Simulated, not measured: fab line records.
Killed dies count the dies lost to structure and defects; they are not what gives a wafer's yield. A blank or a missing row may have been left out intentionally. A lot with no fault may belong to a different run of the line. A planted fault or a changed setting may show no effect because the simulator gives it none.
Matching of chambers    flow n5Finfet    4 sister chambers for N5_BEOL_M12_ETCH_38 on rieDiel-02
The step etches SiCN in CF4/N2, target depth 68.7 nm, time 73.4 s. 14 wafers are shown with their chamber, then 7 later ones without.

WAFERS WITH THEIR CHAMBER
wafer   chamber  showerheadPlenumPTorr (Torr)  throttleValvePct (%)  oesProductAu (a.u.)
L076.2  3        2.18                          15.55                 0.72
L076.4  0        2.34                          15.19                 0.91
L076.5  3        2.18                          15.55                 0.72
L074.4  1        2.22                          15.27                 0.80
L074.5  0        2.34                          15.19                 0.91
L074.6  3        2.18                          15.57                 0.71
L083.3  3        2.18                          15.57                 0.71
L083.4  1        2.21                          15.28                 0.78
L083.5  2        2.16                          15.21                 0.86
L082.1  3        2.18                          15.58                 0.71
L082.4  1        2.21                          15.31                 0.77
L082.5  0        2.33                          15.21                 0.87
L087.1  2        2.16                          15.23                 0.85
L087.2  0        2.33                          15.23                 0.86

SIGNATURES (averages over the wafers above)
reading                chamber 0  chamber 1  chamber 2  chamber 3  scatter within a chamber
showerheadPlenumPTorr  2.3350     2.2133     2.1600     2.1800     0.00408
throttleValvePct       15.2050    15.2867    15.2200    15.5640    0.017
oesProductAu           0.8875     0.7833     0.8550     0.7140     0.0165
Rule: for a wafer and a chamber, the distance is found by dividing, reading by reading, the gap between the wafer's reading and the chamber's mean by the reading's scatter, squaring, summing and taking the root. The wafer belongs to the nearest chamber; if the next one is less than 2 further off, it can't be placed. The scatter is the square root of a quotient: the sum, over the shown wafers, of each reading's squared deviation from its chamber's mean, divided by wafers minus chambers.

WAFERS WITHOUT THEIR CHAMBER
wafer   showerheadPlenumPTorr (Torr)  throttleValvePct (%)  oesProductAu (a.u.)
L087.3  2.21                          15.32                 0.78
L088.1  2.15                          15.24                 0.84
L088.2  2.21                          15.32                 0.76
L088.6  2.15                          15.23                 0.83
L093.2  2.33                          15.26                 0.84
L093.3  2.15                          15.26                 0.83
L093.4  2.33                          15.27                 0.85

THE CHAMBER EACH PASSED THROUGH
wafer   from the rows above  in truth
L087.3  1                    1
L088.1  2                    2
L088.2  1                    1
L088.6  2                    2
L093.2  0                    0
L093.3  2                    2
L093.4  0                    0
Correctly placed: 7 of 7. Not placeable from these rows: 0. Number placed wrongly: 0.
